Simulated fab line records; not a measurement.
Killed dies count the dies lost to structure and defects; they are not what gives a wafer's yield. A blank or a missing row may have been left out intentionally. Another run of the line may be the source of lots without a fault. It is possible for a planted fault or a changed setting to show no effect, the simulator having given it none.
Struck lot and sound lot, side by side -- flow nand harc -- 25 out of 1159 route steps
Sound: the wafers L885.2, L885.4, L885.5. Struck: wafer L895.4. (L895.2, L895.6 of the same lot were not struck and are left out.) The cause comes at the end.
Each step with rows lists, per side, the tool, then ch with its chambers, then its first start. Under that, the readings that differ: sound wafers -- struck wafers -- difference of the means -- sigmas: that difference in standard deviations of wafers without a fault.
alike: readings whose means differ by less than 2 such deviations, and words and numbers that are the same on both sides. not compared: withheld readings, readings that some wafer has no value for, bounds like >300 that may hide the same value, and numbers for which the record gives no deviation and whose values overlap.
The two part at a step that has a row with sigmas, a row that says differs or no value, or rows on one side only. Numbers that don't overlap but have no deviation are shown without sigmas and don't part them. Lack of a reading on every wafer of one side parts them only where that side has two or more wafers.

first, 1 step without rows for these wafers: NHARC_P_M0_SRD_25.
NHARC_P_M0_INSPECT_27:
  sound on defect inspect-02, day 6 08:29; struck on defect inspect-02, day 9 00:53
  alike: raw defect count
NHARC_P_M0_PRE_CLEAN_31: time 12 s.
  sound on pecvd-03 ch 1,2, day 6 08:34; struck on pecvd-04 ch 1, day 9 01:17
  alike: heater power w
NHARC_P_M0_DEP_32: deposits SiCN, target thk 30 nm.
  sound on pecvd-03 ch 1,2, day 6 08:43; struck on pecvd-04 ch 1, day 9 01:26
  alike: heater power w
then, 7 steps without rows for these wafers: NHARC_P_M1_DEP_00 (deposits SiOC, target thk 182.5 nm); NHARC_P_M1_DEHYDRATE_01 (time 120 s); NHARC_P_M1_HMDS_02 (time 30 s); NHARC_P_M1_COAT_34 (time 65 s); NHARC_P_M1_COAT_03 (resist thk 90 nm); NHARC_P_M1_SOFTBAKE_04 (time 55 s); NHARC_P_M1_EBR_05.
NHARC_P_M1_EXPOSE_06: exposes mask P M1, target cd 130 nm.
  sound on arfi scanner-03 ch 0, day 6 09:37; struck on arfi scanner-02 ch 0, day 9 02:27
  alike: mask, exposure dose mJ cm2
then, 2 steps without rows for these wafers: NHARC_P_M1_PEB_07 (peb time 65 s); NHARC_P_M1_DEVELOP_08 (develop time 35 s).
NHARC_P_M1_CD_MEAS_09: the cd target is 130 nm.
  sound on cd sem-01 ch 0, day 6 09:45; struck on cd sem-01 ch 0, day 9 02:36
reading,sound,struck,difference,sigmas
cd nm (nm),129.6 129.7 129.4,142.7,+13.1,+27
NHARC_P_M1_OVL_MEAS_10: pitch 260 nm.
  sound on overlay-02, day 6 09:50; struck on overlay-01, day 9 02:41
reading,sound,struck,difference,sigmas
overlay x nm (nm),1.9 1.5 0.7,-0.5,-1.9,-2
overlay y nm (nm),1.3 0.7 1.0,-1.6,-2.6,-3
NHARC_P_M1_INSPECT_11:
  sound on defect inspect-02, day 6 09:53; struck on defect inspect-01, day 9 02:43
  alike: raw defect count
NHARC_P_M1_DESCUM_14: chemistry O2, time 3 s.
  sound on rie diel-03 ch 0,1,3, day 6 09:56; struck on rie diel-03 ch 1, day 9 02:47
reading,sound,struck,difference,sigmas
model.P_M1.cd nm (nm),129.3 129.6 129.5,143.2,+13.7,
  alike: drypump motor current A, oes product au, rf vpp V, showerhead plenum p Torr, throttle valve pct
  not compared: rf hours counter h
NHARC_P_M1_ETCH_35: etches the open film in N2/H2, target depth 40 nm, overetch 12 nm, time 43.94 s.
  sound on rie diel-03 ch 0,2,3, day 6 10:02; struck on rie diel-03 ch 3, day 9 02:53
  alike: drypump motor current A, n2 flow sccm, oes product au, rf vpp V, showerhead plenum p Torr, throttle valve pct
  not compared: rf hours counter h
NHARC_P_M1_ETCH_15: etches the open film in C4F8/Ar, target depth 182.5 nm, time 91.2 s.
  sound: rie diel-03 ch 0,1,3; struck: rie diel-03 ch 2
  alike: oes product au, rf vpp V
  not compared: rf hours counter h
NHARC_P_M1_CD_MEAS_16:
  sound on cd sem-03, day 6 10:14; struck on cd sem-03, day 9 03:05
reading,sound,struck,difference,sigmas
cd nm (nm),128.9 129.7 129.4,142.9,+13.6,+22
NHARC_P_M1_STRIP_18: strips in N2/H2.
  sound on rie diel-07 ch 0,3, day 6 10:19; struck on rie diel-07 ch 2, day 9 03:13
  alike: drypump motor current A, n2 flow sccm, oes product au, rf vpp V, showerhead plenum p Torr, throttle valve pct
  not compared: rf hours counter h
NHARC_P_M1_ETCH_28: etches the open film in CF4/N2, target depth 30 nm, time 72.99 s.
  sound: rie diel-07 ch 0,3; struck: rie diel-07 ch 0
reading,sound,struck,difference,sigmas
model.P_M1.cd nm (nm),129.5 129.8 130,142.7,+12.9,
  alike: drypump motor current A, n2 flow sccm, oes product au, rf vpp V, showerhead plenum p Torr, throttle valve pct
  not compared: rf hours counter h
then, 2 steps without rows for these wafers: NHARC_P_M1_STRIP_19 (strips in post etch residue remover, time 600 s); NHARC_END_SORT_01.

== WHERE THEY PART ==
Earliest at NHARC_P_M1_CD_MEAS_09; latest, in this record, at NHARC_P_M1_CD_MEAS_16. Later steps at which nothing parts them and some readings are alike: NHARC_P_M1_STRIP_18, NHARC_P_M1_ETCH_28.

WHY: the cause the simulator had injected
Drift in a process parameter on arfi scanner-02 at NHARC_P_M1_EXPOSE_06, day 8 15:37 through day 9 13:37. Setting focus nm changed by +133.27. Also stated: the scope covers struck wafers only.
